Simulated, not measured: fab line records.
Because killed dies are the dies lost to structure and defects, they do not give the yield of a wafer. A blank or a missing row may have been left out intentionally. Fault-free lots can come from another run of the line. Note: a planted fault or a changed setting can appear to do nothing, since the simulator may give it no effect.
Comparing a struck lot with a sound one	flow n5_finfet	26 out of 1938 route steps
Sound: the wafers L832.1, L832.2, L832.4. The struck wafers were L837.1, L837.2. Last of all comes the cause.
Per side, at each step with rows, come the tool, then ch with its chambers, and then its first start. Under that, the readings that differ: sound wafers	struck wafers	difference of the means	sigmas: that difference in standard deviations of wafers without a fault.
alike: words and numbers the same on both sides, and readings whose means are apart by under 2 such deviations; not compared: readings that were withheld, readings missing a value for some wafer, numbers with overlapping values and no deviation given by the record, and bounds like >300 which may hide the same value.
The two part at a step that has a row with sigmas, a row that says differs or no value, or rows on one side only. Numbers that have no deviation but don't overlap get no sigmas and don't part them. A reading missing from all wafers of one side parts the sides only when that side holds two or more wafers.

first, 9 steps without rows for these wafers: N5_BEOL_M5_DESCUM_16 (chemistry O2, time 7 s); N5_BEOL_M5_ETCH_72 (etches underlayer in N2/H2, target depth 6.5 nm, time 5.2 s); N5_BEOL_M5_ETCH_61 (etches SiARC in CF4, target depth 15.6 nm, time 26 s); N5_BEOL_M5_ETCH_62 (etches SOC in N2/H2, target depth 75 nm, overetch 15 nm, time 112.5 s); N5_BEOL_M5_STRIP_63 (strips in N2/H2); N5_BEOL_M5_STRIP_73 (strips in N2/H2); N5_BEOL_M5_STRIP_64 (strips in CF4); N5_BEOL_M5_HM_OPEN_17 (chemistry Cl2/BCl3, target TiN, target depth 20 nm, overetch 6 nm); N5_BEOL_M5_STRIP_19 (strips in O2).
N5_BEOL_M5_COAT_65: time 60 s, resist thk 60 nm.
  sound on litho_track-04 ch 0, day 8 23:54; struck on litho_track-04 ch 0, day 10 02:29
reading	sound	struck	difference	sigmas
spin_speed_rpm (rpm)	1502.1 1502.5 1502.0	1362.0 1362.2	-140.1	-99 or more
model.SOC_of_BEOL_M5_COAT_65.thk_nm (nm)	60 60 60.2	63 63	+3	
then, 11 steps without rows for these wafers: N5_BEOL_M5_COAT_66 (time 60 s, resist thk 12 nm); N5_BEOL_M5_COAT_74 (time 60 s, resist thk 5 nm); N5_BEOL_M5_COAT_22 (resist thk 30 nm); N5_BEOL_M5_EBR_24; N5_BEOL_M5_SOFTBAKE_23 (time 60 s); N5_BEOL_M5_EXPOSE_25 (exposes mask V4, defocus 10 nm); N5_BEOL_M5_PEB_26 (peb time 60 s); N5_BEOL_M5_DEVELOP_27 (develop time 30 s); N5_BEOL_M5_DESCUM_33 (chemistry O2, time 7 s); N5_BEOL_M5_ETCH_75 (etches underlayer in N2/H2, target depth 6.5 nm, time 5.2 s); N5_BEOL_M5_ETCH_67 (etches SiARC in CF4, target depth 15.6 nm, time 26 s).
N5_BEOL_M5_ETCH_68: etches SOC in N2/H2, target depth 80 nm, overetch 16 nm, time 120 s.
  sound on rie_diel-03 ch 0,2,3, day 9 00:24; struck on rie_diel-03 ch 1,3, day 10 03:05
reading	sound	struck	difference	sigmas
model.etch.depth_nm (nm)	60.07 60.08 60.3	62.96 62.97	+2.82	
  alike: drypump_motor_current_A, oes_product_au, rf_vpp_V, showerhead_plenum_p_Torr, throttle_valve_pct
  not compared: rf_hours_counter_h
then, 2 steps without rows for these wafers: N5_BEOL_M5_STRIP_69 (strips in N2/H2); N5_BEOL_M5_STRIP_76 (strips in N2/H2).
N5_BEOL_M5_VIA_ETCH_34: etches SiCOH lowk in C4F6/O2, target depth 88.3 nm, time 39.2 s.
  sound on rie_diel-03 ch 0,2,3, day 9 00:30; struck on rie_diel-03 ch 1,3, day 10 03:12
reading	sound	struck	difference	sigmas
model.SOC_of_BEOL_M5_COAT_65.thk_nm (nm)	55.8 56 56	58.6 58.8	+2.8	
  alike: O2_flow_sccm, drypump_motor_current_A, oes_o_777_au, oes_product_au, rf_vpp_V, showerhead_plenum_p_Torr, throttle_valve_pct
  not compared: rf_hours_counter_h
then, 1 step without rows for these wafers: N5_BEOL_M5_STRIP_85 (strips in C4F6/O2).

== WHERE THEY PART ==
Only at N5_BEOL_M5_COAT_65, within this record. Later steps at which nothing parts them and some readings are alike: N5_BEOL_M5_ETCH_68, N5_BEOL_M5_VIA_ETCH_34.

WHY: what had been put in by the simulator
Process parameters drifting: litho_track-04 at N5_BEOL_M5_COAT_65, beginning at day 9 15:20. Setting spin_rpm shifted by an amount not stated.
